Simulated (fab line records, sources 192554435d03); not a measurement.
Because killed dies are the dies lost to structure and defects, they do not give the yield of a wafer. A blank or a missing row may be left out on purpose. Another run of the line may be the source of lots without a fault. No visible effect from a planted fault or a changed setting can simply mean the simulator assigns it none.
A struck lot beside a sound one / flow n5_finfet / 21 steps out of a route of 1938
Sound: wafers L985.1, L985.4, L985.6. Wafers L970.3, L970.5, L970.6 were the ones struck. The cause is given at the end.
At each step with rows: each side's tool, then ch and its chambers, then its first start. Under that, the readings that differ: sound wafers / struck wafers / difference of the means / sigmas: that difference in standard deviations of wafers without a fault.
alike: a reading whose means differ by less than 2 such deviations, as well as words and numbers matching on both sides. not compared: withheld readings; readings where some wafer has no value; bounds like >300 that might hide an equal value; numbers whose values overlap and for which the record gives no deviation.
Wherever a step has rows on one side only, a row that says differs or no value, or a row with sigmas, the two part there. Numbers that don't overlap but have no deviation are shown without sigmas and don't part them. Lack of a reading on every wafer of one side parts them only where that side has two or more wafers.

first, 9 steps without rows for these wafers: N5_FIN_SAQP_EXPOSE_13 (exposes mask FIN CORE, target cd 35.6 nm); N5_FIN_SAQP_PEB_14 (peb time 60 s); N5_FIN_SAQP_DEVELOP_15 (develop time 30 s); N5_FIN_SAQP_DESCUM_21 (chemistry O2, time 7.9 s); N5_FIN_SAQP_ETCH_51 (etches SiARC in CF4, target depth 45.5 nm, time 75.8 s); N5_FIN_SAQP_ETCH_52 (etches SOC in N2/H2, target depth 100 nm, overetch 20 nm, time 150 s); N5_FIN_SAQP_STRIP_53 (strips in N2/H2); N5_FIN_SAQP_HM_OPEN_73 (chemistry CHF3/O2, target SiO2, stops on a-Si, target depth 12 nm, time 16.8 s); N5_FIN_SAQP_STRIP_74 (strips in CHF3/O2).
N5_FIN_SAQP_MANDREL_ETCH_22: etches a-Si in HBr/Cl2, stops on SiNx, target depth 60 nm, bt time 10 s, time 30 s.
  sound on rie_si-03 ch 0,1, day 7 05:42; struck on rie_si-06 ch 0,1,2, day 3 11:59
reading=oes_product_au (a.u.); sound=0.768 0.742 0.745; struck=0.677 0.676 0.666; difference=-0.079; sigmas=-7
reading=over_etch_frac; sound=0.5 0.5 0.5; struck=0.89915 0.89915 0.89915; difference=+0.39915; sigmas=
reading=model.SOC_of_FIN_SAQP_COAT_49.thk_nm (nm); sound=76 76 76.03; struck=69.58 69.7 70.36; difference=-6.13; sigmas=
reading=model.SiNx_of_FIN_SAQP_PECVD_48.thk_nm (nm); sound=25.15 25.08 24.94; struck=21.47 21.86 21.84; difference=-3.33; sigmas=
  alike: drypump_motor_current_A, throttle_valve_pct
  not compared: rf_hours_counter_h
then, 7 steps without rows for these wafers: N5_FIN_SAQP_STRIP_55 (strips in N2/H2); N5_FIN_SAQP_STRIP_23 (strips in SPM, time 750 s); N5_FIN_SAQP_SRD_66 (time 30 s); N5_FIN_SAQP_RECESS_75 (chemistry HF/NH3, target SiO2, target depth 14.4 nm, afs cycles 3, sublimation time 60 s); N5_FIN_SAQP_SPACER1_ALD_24 (deposits SiO2, target thk 20.3 nm, pulse time 1 s, purge time 2 s); N5_FIN_SAQP_SPACER1_ETCHBACK_25 (etches SiO2 in CHF3/O2, target depth 24.4 nm, time 12.2 s); N5_FIN_SAQP_MANDREL1_REMOVE_56 (chemistry HBr/Cl2/O2, target a-Si, stops on SiNx, bt time 10 s).
N5_FIN_SAQP_ETCH_57: etches SiNx in CH3F/O2, target depth 32.5 nm, time 46.4 s.
  sound on rie_diel-06 ch 0,1,2, day 7 08:04; struck on rie_diel-03 ch 0,1,2, day 3 14:05
reading=etch_rf_on_time_s (s); sound=46.8 46.4 45.1; struck=40.1 41.3 40.7; difference=-5.4; sigmas=-7
reading=model.etch.depth_nm (nm); sound=25.15 25.08 24.94; struck=21.47 21.86 21.84; difference=-3.33; sigmas=
  alike: drypump_motor_current_A, oes_f_703_au, oes_product_au, rf_vpp_V, showerhead_plenum_p_Torr, throttle_valve_pct
  not compared: rf_hours_counter_h
then, 1 step without rows for these wafers: N5_FIN_SAQP_ETCH_65 (etches SiO2 in CF4, target depth 4 nm, time 4.4 s).
-- here the record skips 7 days between the struck wafers' starts before and after, leaving off in module FIN_SAQP and picking up in module BEOL_M4 (first step shown: number 1111 of the route) --
N5_BEOL_M4_RC_MEAS_101:
  sound on prober-02 ch 0, day 14 01:10; struck on prober-01 ch 0, day 10 07:19
  alike: DIBL_N, DIBL_P, IOFF_N, IOFF_P, ION_N, ION_P, SS_N, SS_P, VT_N, VT_P
-- the record jumps here: 5 days lie between the struck wafers' starts before and after (it left off in module BEOL_M4 and takes up again in module PASSIVATION, whose first step shown is number 1936 of the route) --
N5_PASSIVATION_PROBE_49:
  rows exist in the record for the struck wafers here (prober-01, day 14 21:37), but not for the sound ones

== WHERE THEY PART ==
At N5_FIN_SAQP_MANDREL_ETCH_22 first; at N5_PASSIVATION_PROBE_49 last (within this record only).

WHY: the cause the simulator had injected
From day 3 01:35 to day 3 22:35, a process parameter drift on rie_si-06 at N5_FIN_SAQP_MANDREL_ETCH_22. A move of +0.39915 in setting over_etch_frac, from 0.5. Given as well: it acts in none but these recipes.
